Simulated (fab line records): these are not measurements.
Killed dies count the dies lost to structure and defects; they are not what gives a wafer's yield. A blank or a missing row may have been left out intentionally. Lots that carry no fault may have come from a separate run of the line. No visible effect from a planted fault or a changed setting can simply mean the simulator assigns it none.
Split-lot trial ; flow n5_finfet ; route with 1938 steps; 7 lots, 21 wafers read

== THE SPLIT ==
At N5_BEOL_M3_TRENCH_ETCH_37 (etches SiOC in C4F6/O2, target depth 55.555 nm, time 29.2 s), the setting source_w was moved away from the recipe's 355 W on 7 of the 21 wafers read, by -11.1% to +10.9%. This setting was run at the recipe's value on the other wafers.

The reading is taken at the split's own step.

== THE READING ==
rf_vpp_V, in V, at N5_BEOL_M3_TRENCH_ETCH_37 (etches SiOC in C4F6/O2, target depth 55.555 nm, time 29.2 s). Fault-free wafers of this fab line usually give 663 V, standard deviation 6.4 V.

wafer;tool, chamber at the split;source_w as run, W;against the recipe;rf_vpp_V, V;against lot-mates on the recipe
L076.2;rie_diel-02, 1;332.9;-6.2%;679;+23
L076.4;rie_diel-02, 1;355;recipe;656;-
L076.6;rie_diel-02, 0;332.9;-6.2%;682;+26
L078.1;rie_diel-04, 3;355;recipe;662;-
L078.3;rie_diel-04, 2;393.8;+10.9%;627;-35
L078.6;rie_diel-04, 2;355;recipe;662;-
L079.2;rie_diel-02, 1;393.3;+10.8%;622;-48
L079.5;rie_diel-02, 1;393.3;+10.8%;622;-48
L079.6;rie_diel-02, 3;355;recipe;670;-
L083.3;rie_diel-04, 3;355;recipe;661;-
L083.5;rie_diel-04, 0;355;recipe;666;-
L083.6;rie_diel-04, 3;355;recipe;661;-
L086.1;rie_diel-04, 3;355;recipe;663;-
L086.5;rie_diel-04, 2;355;recipe;661;-
L086.6;rie_diel-04, 1;355;recipe;677;-
L094.2;rie_diel-03, 3;315.6;-11.1%;693;+34
L094.3;rie_diel-03, 2;355;recipe;659;-
L094.6;rie_diel-03, 3;315.6;-11.1%;692;+33
L096.2;rie_diel-04, 3;355;recipe;659;-
L096.5;rie_diel-04, 3;355;recipe;662;-
L096.6;rie_diel-04, 2;355;recipe;661;-

FIT RESULTS
A straight line over all 21 wafers: rf_vpp_V changes by -3.19 V for each +1% of source_w; r = -0.97; the points scatter about the line by 5 V.
The same after taking each lot's own level away (the mean of its wafers on the recipe; 21 wafers): -3.65 V for each +1%; r = -0.98; scatter 4.8 V.
The reading moves by 41 V for the largest change in source_w, on that fit.
From 656.0 to 670.0 V: that is the span of the lots' own levels, equal to 2.2 times the standard deviation above.
In other words, the slope is changed by the lot-to-lot level; the two fits disagree.
Check: +41 V against its lot-mates is what the line predicts for one of the wafers moved furthest among these (-11.1%) when that wafer is left out of the fit. It came out at +34 V against them.
Tool readings at the split's step, against how far the setting was moved: rf_vpp_V r = -0.97.

== THE OTHER SPLITS THESE WAFERS WENT THROUGH ==
Before the reading, these wafers also passed through other splits. Each is held against what the fit with the lots' levels taken away leaves over:
other split on the same wafers;wafers away from the commonest value;r with rf_vpp_V (lot level and that fit taken away)
N5_ILD0_CMP_03 down_force_psi;8;-0.43
N5_ILD0_CMP_12 down_force_psi;9;+0.17
N5_GATE_CUT_DESCUM_18 time_s;4;+0.52
N5_GATE_CUT_ETCH_37 bias_w;7;-0.39
N5_GATE_CUT_ALD_22 ald_cycles;10;-0.02
N5_MOL_CONTACT_COAG_ALD_27 time_s;7;-0.12
N5_MOL_CONTACT_COAG_EXPOSE_81 dose_mj;8;-0.02
N5_BEOL_M0_SAQP_PECVD_97 time_s;5;-0.22
N5_BEOL_M0_SAQP_COAT_08 spin_rpm;6;-0.56
N5_BEOL_M0_SAQP_COAT_34 spin_rpm;7;-0.13
N5_BEOL_M2_ETCH_69 bias_w;7;+0.00

== FILE'S OWN FIT ==
rf_vpp_V changes by -3.57 V for each +1% of source_w, r = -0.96.
